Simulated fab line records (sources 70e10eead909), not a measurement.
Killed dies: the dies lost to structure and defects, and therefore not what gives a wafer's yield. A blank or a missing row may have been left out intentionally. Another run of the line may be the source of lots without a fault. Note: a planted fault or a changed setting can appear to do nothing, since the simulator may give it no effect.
fab line records + flow nandHarc
record
- lots=14
- wafers=42
- lastDay=24
route steps=1159 shown P_ZERO_WELL@4 P_STI@84 P_GATE@144
lots with no fault: from the same line, run without faults
startH: start of the lot's first displayed wafer, in hours after the record's first day + waitH: time in hours since the lot's previous step + " same as the row above + L1.1+2: a single row standing in for several wafers + - no value present, or no start provided + * or withheld: withheld + < > ~ a bound
route shown NAME@n: NAME is a module with steps in the file, n the number in the route of the first one + usual: mean and standard deviation over wafers with no fault + same: alike in all rows + chamber/n: place in a boat + sites: readings site by site + _std_site: the standard deviation of these + _edge_site: outer sites' mean less inner sites' + radiusMm: how far each site lies from the wafer's centre + mask NAME#n: copy n + behind: tool/chamber where the wafer was last shaped + hold: why the lot was held/for how many hours/how that ended + device: transistor that didn't switch, given as n, p or np + end of line: at the end of the route, the tests of the same wafers + for a step that has no rows: nothing shown but its recipe + killed: count of dies lost to structure and defects at first sort (not the wafer's yield) + map: a wafer's dies, x killed, . not, _ none there
set.NAME: the setting the step ran with; set.NAME@STEP: the setting that earlier step ran with + model.NAME: the simulator's own value behind a step, which no gauge read
route steps across a sampled set of lots; one table per step, one row per wafer
services: a tool's chamber out of use, with start hour (startH, from the record's first day; less than 0 if before it), hours out, and reason
## steps
# step NHARC_P_ZERO_WELL_PECVD_02
# recipe
- targetThkA=100
- tempC=400
- pressureTorr=6.5
- rfW=withheld
- teosFlowSccm=withheld
- flowSccm=2650
- targetThkNm=10
- gas=O2
- material=SiO2
| lot.wafer  | tool     | chamber | startH | waitH |
|------------|----------|---------|--------|-------|
| L550.3+6+5 | pecvd-04 | 0,0,1   | 30.48  | -     |
| L551.3+6+5 | pecvd-02 | 1,2,1   | 36.52  | -     |
| L552.2+1+5 | pecvd-02 | 2,0,1   | 42.44  | -     |
| L553.2+1+3 | pecvd-02 | 0,1,2   | 48.46  | -     |
| L554.1+5+4 | pecvd-01 | 1,2,0   | 54.52  | -     |
| L555.3+4+5 | pecvd-04 | 1,0,1   | 60.49  | -     |
| L556.2+3+5 | pecvd-02 | 0,1,2   | 66.66  | -     |
| L557.1+2+6 | pecvd-04 | 0,1,0   | 72.44  | -     |
| L557.1+2+6 | pecvd-04 | 0,1,0   | 73.09  | -     |
| L560.1+4+6 | pecvd-04 | 2,2,0   | 90.59  | -     |
| L560.1+4+6 | pecvd-04 | 2,2,0   | 91.76  | -     |
| L561.1+3+5 | pecvd-01 | 2       | 96.45  | -     |
| L566.2+4+5 | pecvd-02 | 2,0,1   | 126.53 | -     |
| L567.2+3+5 | pecvd-04 | 2,0,0   | 132.45 | -     |
| L568.3+1+5 | pecvd-02 | 2,0,1   | 138.44 | -     |
| L570.1+5+6 | pecvd-01 | 1,0,1   | 150.50 | -     |
# step NHARC_P_ZERO_WELL_CD_MEAS_24
# recipe
- targetCdNm=720
- landingEnergyEv=500
# usual
- cdNm=720.5/2.5
| lot.wafer | tool     | chamber | startH | waitH | cdNm  |
|-----------|----------|---------|--------|-------|-------|
| L550.3    | cdSem-01 | 0       | 32.33  | -     | 723.0 |
| L550.5    | "        | 0       | "      | "     | 721.4 |
| L550.6    | "        | 0       | "      | "     | 720.0 |
| L551.3    | cdSem-02 | 0       | 38.46  | -     | 722.4 |
| L551.5    | "        | 0       | "      | "     | 714.3 |
| L551.6    | "        | 0       | "      | "     | 719.1 |
| L552.1    | cdSem-03 | 0       | 44.60  | -     | 719.1 |
| L552.2    | "        | 0       | "      | "     | 722.6 |
| L552.5    | "        | 0       | "      | "     | 723.0 |
| L553.1    | cdSem-01 | 0       | 50.46  | -     | 719.8 |
| L553.2    | "        | 0       | "      | "     | 717.4 |
| L553.3    | "        | 0       | "      | "     | 721.5 |
| L554.1    | cdSem-03 | 0       | 56.32  | -     | 714.9 |
| L554.4    | "        | 0       | "      | "     | 723.3 |
| L554.5    | "        | 0       | "      | "     | 721.9 |
| L555.3    | cdSem-01 | 0       | 62.49  | -     | 722.7 |
| L555.4    | "        | 0       | "      | "     | 724.1 |
| L555.5    | "        | 0       | "      | "     | 721.3 |
| L556.2    | cdSem-03 | 0       | 68.77  | -     | 720.7 |
| L556.3    | "        | 0       | "      | "     | 722.6 |
| L556.5    | "        | 0       | "      | "     | 723.3 |
| L557.1    | cdSem-01 | 0       | 75.07  | -     | 717.8 |
| L557.2    | "        | 0       | "      | "     | 723.6 |
| L557.6    | "        | 0       | "      | "     | 720.7 |
| L560.1    | cdSem-01 | 0       | 93.77  | -     | 715.3 |
| L560.4    | "        | 0       | "      | "     | 714.8 |
| L560.6    | "        | 0       | "      | "     | 717.3 |
| L561.1    | cdSem-01 | 0       | 98.94  | -     | 721.0 |
| L561.3    | "        | 0       | "      | "     | 720.4 |
| L561.5    | "        | 0       | "      | "     | 722.8 |
| L566.2    | cdSem-03 | 0       | 128.58 | -     | 725.5 |
| L566.4    | "        | 0       | "      | "     | 722.5 |
| L566.5    | "        | 0       | "      | "     | 722.6 |
| L567.2    | cdSem-01 | 0       | 134.61 | -     | 720.6 |
| L567.3    | "        | 0       | "      | "     | 720.8 |
| L567.5    | "        | 0       | "      | "     | 720.5 |
| L568.1    | cdSem-03 | 0       | 140.46 | -     | 720.5 |
| L568.3    | "        | 0       | "      | "     | 722.6 |
| L568.5    | "        | 0       | "      | "     | 720.5 |
| L570.1    | cdSem-02 | 0       | 152.70 | -     | 722.0 |
| L570.5    | "        | 0       | "      | "     | 720.9 |
| L570.6    | "        | 0       | "      | "     | 723.7 |
# step NHARC_P_STI_OVL_MEAS_10
# usual
- overlayXNm=1/7.4
- overlayYNm=-2/4.9
| lot.wafer | tool       | chamber | startH | waitH | overlayXNm | overlayYNm |
|-----------|------------|---------|--------|-------|------------|------------|
| L550.3    | overlay-01 | -       | 53.48  | -     | -2         | 6          |
| L550.5    | "          | -       | "      | "     | -2         | 6          |
| L550.6    | "          | -       | "      | "     | -2         | 6          |
| L551.3    | overlay-01 | -       | 59.62  | -     | 8          | 2          |
| L551.5    | "          | -       | "      | "     | 8          | 2          |
| L551.6    | "          | -       | "      | "     | 8          | 2          |
| L552.1    | overlay-02 | -       | 66.94  | -     | 7          | -4         |
| L552.2    | "          | -       | "      | "     | 7          | -3         |
| L552.5    | "          | -       | "      | "     | 7          | -4         |
| L553.1    | overlay-02 | -       | 73.04  | -     | 3          | -8         |
| L553.2    | "          | -       | "      | "     | 4          | -8         |
| L553.3    | "          | -       | "      | "     | 4          | -9         |
| L554.1    | overlay-01 | -       | 81.45  | -     | -4         | 2          |
| L554.4    | "          | -       | "      | "     | -4         | 1          |
| L554.5    | "          | -       | "      | "     | -4         | 1          |
| L555.3    | overlay-02 | -       | 81.61  | -     | -10        | 4          |
| L555.4    | "          | -       | "      | "     | -11        | 4          |
| L555.5    | "          | -       | "      | "     | -11        | 4          |
| L556.2    | overlay-02 | -       | 89.24  | -     | 8          | 5          |
| L556.3    | "          | -       | "      | "     | 9          | 5          |
| L556.5    | "          | -       | "      | "     | 8          | 4          |
| L557.1    | overlay-01 | -       | 97.37  | -     | -5         | -8         |
| L557.2    | "          | -       | "      | "     | -5         | -7         |
| L557.6    | "          | -       | "      | "     | -5         | -7         |
| L560.1    | overlay-02 | -       | 112.99 | -     | 13         | 5          |
| L560.4    | "          | -       | "      | "     | 13         | 5          |
| L560.6    | "          | -       | "      | "     | 13         | 4          |
| L561.1    | overlay-02 | -       | 119.24 | -     | -5         | -8         |
| L561.3    | "          | -       | "      | "     | -5         | -7         |
| L561.5    | "          | -       | "      | "     | -6         | -8         |
| L566.2    | overlay-02 | -       | 149.05 | -     | 2          | -7         |
| L566.4    | "          | -       | "      | "     | 1          | -7         |
| L566.5    | "          | -       | "      | "     | 2          | -6         |
| L567.2    | overlay-02 | -       | 154.92 | -     | -3         | 6          |
| L567.3    | "          | -       | "      | "     | -3         | 6          |
| L567.5    | "          | -       | "      | "     | -2         | 6          |
| L568.1    | overlay-01 | -       | 162.27 | -     | -14        | 3          |
| L568.3    | "          | -       | "      | "     | -14        | 4          |
| L568.5    | "          | -       | "      | "     | -13        | 4          |
| L570.1    | overlay-01 | -       | 170.53 | -     | -5         | -3         |
| L570.5    | "          | -       | "      | "     | -6         | -2         |
| L570.6    | "          | -       | "      | "     | -5         | -3         |
# step NHARC_P_GATE_DESCUM_31
# recipe
- timeS=3
- o2FlowSccm=200
- arFlowSccm=0
- biasPowerW=0
- chemistry=O2
# usual
- drypumpMotorCurrentA=5.8/0.47
- oesProductAu=1.000/0.014
- rfVppV=57.7/0.86
- showerheadPlenumPTorr=1.89/0.086
- throttleValvePct=11.310/0.0097
| lot.wafer | tool       | chamber | startH | waitH | drypumpMotorCurrentA | oesProductAu | rfHoursCounterH | rfVppV | showerheadPlenumPTorr | throttleValvePct |
|-----------|------------|---------|--------|-------|----------------------|--------------|-----------------|--------|-----------------------|------------------|
| L550.3    | rieDiel-03 | 0       | 104.89 | 0.1   | 5.8                  | 0.996        | 11              | 57.5   | 1.87                  | 11.298           |
| L550.5    | "          | 3       | "      | "     | 6.5                  | 1.004        | -               | 57.2   | 1.83                  | 11.312           |
| L550.6    | "          | 0       | "      | "     | 5.8                  | 0.995        | -               | 56.6   | 1.87                  | 11.312           |
| L551.3    | rieDiel-03 | 0       | 111.15 | 0.1   | 5.9                  | 0.995        | 13              | 58.6   | 1.87                  | 11.311           |
| L551.5    | "          | 3       | "      | "     | 6.5                  | 1.002        | -               | 56.8   | 1.83                  | 11.303           |
| L551.6    | "          | 0       | "      | "     | 5.9                  | 0.983        | -               | 58.2   | 1.87                  | 11.313           |
| L552.2    | rieDiel-03 | 3       | 119.82 | 0.1   | 6.5                  | 0.997        | 15              | 57.0   | 1.83                  | 11.316           |
| L552.1    | "          | 1       | "      | "     | 5.4                  | 0.989        | 15              | 58.1   | 2.06                  | 11.309           |
| L552.5    | "          | 2       | "      | "     | 5.8                  | 1.007        | -               | 57.8   | 1.94                  | 11.295           |
| L553.1    | rieDiel-03 | 0       | 128.30 | 0.1   | 5.8                  | 0.997        | 15              | 58.2   | 1.87                  | 11.319           |
| L553.2    | "          | 2       | "      | "     | 5.8                  | 1.016        | 17              | 58.4   | 1.94                  | 11.307           |
| L553.3    | "          | 3       | "      | "     | 6.5                  | 0.998        | 17              | 58.1   | 1.83                  | 11.304           |
| L555.4    | rieDiel-03 | 3       | 135.11 | 0.1   | 6.6                  | 1.000        | 18              | 56.5   | 1.83                  | 11.308           |
| L555.3    | "          | 0       | "      | "     | 5.8                  | 0.988        | 17              | 57.8   | 1.87                  | 11.319           |
| L555.5    | "          | 3       | "      | "     | 6.5                  | 1.007        | -               | 58.4   | 1.83                  | 11.311           |
| L554.4    | rieDiel-13 | 3       | 135.74 | 0.1   | 6.2                  | 0.987        | 9               | 58.7   | 2.07                  | 11.312           |
| L554.1    | "          | 1       | "      | "     | 6.0                  | 0.993        | 10              | 57.0   | 1.88                  | 11.319           |
| L554.5    | "          | 2       | "      | "     | 5.0                  | 0.997        | -               | 57.1   | 1.89                  | 11.321           |
| L556.2    | rieDiel-03 | 1       | 138.59 | 0.1   | 5.4                  | 1.012        | 18              | 58.7   | 2.06                  | 11.303           |
| L556.3    | "          | 2       | "      | "     | 5.8                  | 1.024        | 19              | 58.6   | 1.94                  | 11.317           |
| L556.5    | "          | 1       | "      | "     | 5.3                  | 1.010        | -               | 58.6   | 2.06                  | 11.316           |
| L557.1    | rieDiel-08 | 2       | 150.76 | 0.1   | 5.0                  | 0.990        | 7               | 56.6   | 1.83                  | 11.321           |
| L557.2    | "          | 3       | "      | "     | 5.3                  | 0.998        | 7               | 57.8   | 1.79                  | 11.305           |
| L557.6    | "          | 2       | "      | "     | 5.0                  | 0.991        | -               | 57.8   | 1.83                  | 11.321           |
| L560.4    | rieDiel-13 | 0       | 164.44 | 0.1   | 6.2                  | 0.995        | 20              | 57.5   | 1.82                  | 11.302           |
| L560.1    | "          | 3       | "      | "     | 6.1                  | 0.978        | 20              | 58.9   | 2.07                  | 11.303           |
| L560.6    | "          | 1       | "      | "     | 6.0                  | 0.995        | -               | 56.7   | 1.88                  | 11.312           |
| L561.1    | rieDiel-03 | 3       | 172.36 | 0.1   | 6.5                  | 0.998        | 23              | 58.6   | 1.83                  | 11.305           |
| L561.3    | "          | 1       | "      | "     | 5.4                  | 1.013        | 23              | 57.8   | 2.06                  | 11.306           |
| L561.5    | "          | 3       | "      | "     | 6.5                  | 1.000        | -               | 57.2   | 1.83                  | 11.323           |
| L566.2    | rieDiel-03 | 0       | 201.58 | 0.1   | 5.8                  | 0.994        | 26              | 57.7   | 1.87                  | 11.310           |
| L566.4    | "          | 2       | "      | "     | 5.8                  | 1.011        | 29              | 58.8   | 1.93                  | 11.312           |
| L566.5    | "          | 1       | "      | "     | 5.4                  | 1.006        | -               | 58.4   | 2.05                  | 11.321           |
| L567.3    | rieDiel-03 | 3       | 208.40 | 0.1   | 6.5                  | 1.000        | 28              | 58.3   | 1.83                  | 11.319           |
| L567.2    | "          | 0       | "      | "     | 5.8                  | 1.000        | 28              | 57.4   | 1.87                  | 11.315           |
| L567.5    | "          | 3       | "      | "     | 6.5                  | 1.005        | -               | 58.4   | 1.83                  | 11.330           |
| L568.1    | rieDiel-08 | 2       | 216.99 | 0.1   | 5.0                  | 0.974        | 28              | 58.4   | 1.82                  | 11.302           |
| L568.3    | "          | 1       | "      | "     | 6.0                  | 1.018        | 27              | 57.1   | 1.81                  | 11.319           |
| L568.5    | "          | 2       | "      | "     | 5.0                  | 0.986        | -               | 58.2   | 1.82                  | 11.301           |
| L570.1    | rieDiel-08 | 0       | 223.51 | 0.1   | 5.4                  | 1.014        | 32              | 57.6   | 1.83                  | 11.295           |
| L570.6    | "          | 3       | "      | "     | 5.3                  | 1.014        | -               | 57.1   | 1.79                  | 11.304           |
| L570.5    | "          | 0       | "      | "     | 5.4                  | 1.012        | -               | 58.0   | 1.83                  | 11.310           |
## services
| tool       | chamber | startH | hours | kind   |
|------------|---------|--------|-------|--------|
| rieDiel-08 | 3       | 10.23  | 5.7   | repair |
| pecvd-02   | -       | 13.27  | 3.3   | repair |
| pecvd-04   | -       | 14.00  | 13.0  | pm     |
| rieDiel-13 | 2       | 32.08  | 17.1  | repair |
| rieDiel-03 | 3       | 33.71  | 5.0   | repair |
| rieDiel-03 | -       | 38.30  | 9.0   | pm     |
| pecvd-01   | -       | 56.00  | 13.0  | pm     |
| rieDiel-13 | -       | 63.77  | 2.0   | repair |
| pecvd-01   | 2       | 70.65  | 4.0   | repair |
| pecvd-01   | 0       | 78.12  | 19.7  | repair |
| rieDiel-08 | 2       | 82.05  | 8.5   | repair |
| pecvd-01   | 1       | 96.11  | 2.6   | repair |
| pecvd-04   | -       | 96.67  | 0.9   | repair |
| rieDiel-08 | 0       | 107.52 | 1.8   | repair |
| rieDiel-08 | -       | 124.98 | 9.0   | pm     |
| pecvd-01   | 2       | 135.80 | 30.1  | repair |
| pecvd-04   | 0       | 138.36 | 8.4   | repair |
| pecvd-01   | 1       | 142.07 | 6.4   | repair |
| pecvd-02   | -       | 145.32 | 0.5   | repair |
| rieDiel-03 | 0       | 146.55 | 8.5   | repair |
| rieDiel-03 | 3       | 147.82 | 10.4  | repair |
| pecvd-02   | -       | 153.17 | 13.0  | pm     |
| pecvd-04   | -       | 195.23 | 13.0  | pm     |
| rieDiel-03 | -       | 215.31 | 9.0   | pm     |
## key
firstSign
- step=NHARC_P_ZERO_WELL_PECVD_02
- reading=visit
- direction=added
effect none on later readings
metAt NHARC_P_ZERO_WELL_PECVD_02
struckLots L557,L560
testerLeftOut L557,L560
notActingAt NHARC_P_ZERO_WELL_CD_MEAS_24,NHARC_P_STI_OVL_MEAS_10,NHARC_P_GATE_DESCUM_31
fault
- kind=repeatedStepWhole
- tool=pecvd-01,pecvd-02,pecvd-04
- chamber=-
- onsetH=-
- steps=NHARC_P_ZERO_WELL_PECVD_02
- times=1
- scope=struckLotsOnly
# testerLeftOut: of these lots the tester's yield and bins aren't shown, on N5 and GAA mostly nor the transistor test; their killed dies are dies lost to structure and defects alone, not to doping, threshold or leakage, so they don't give the yield
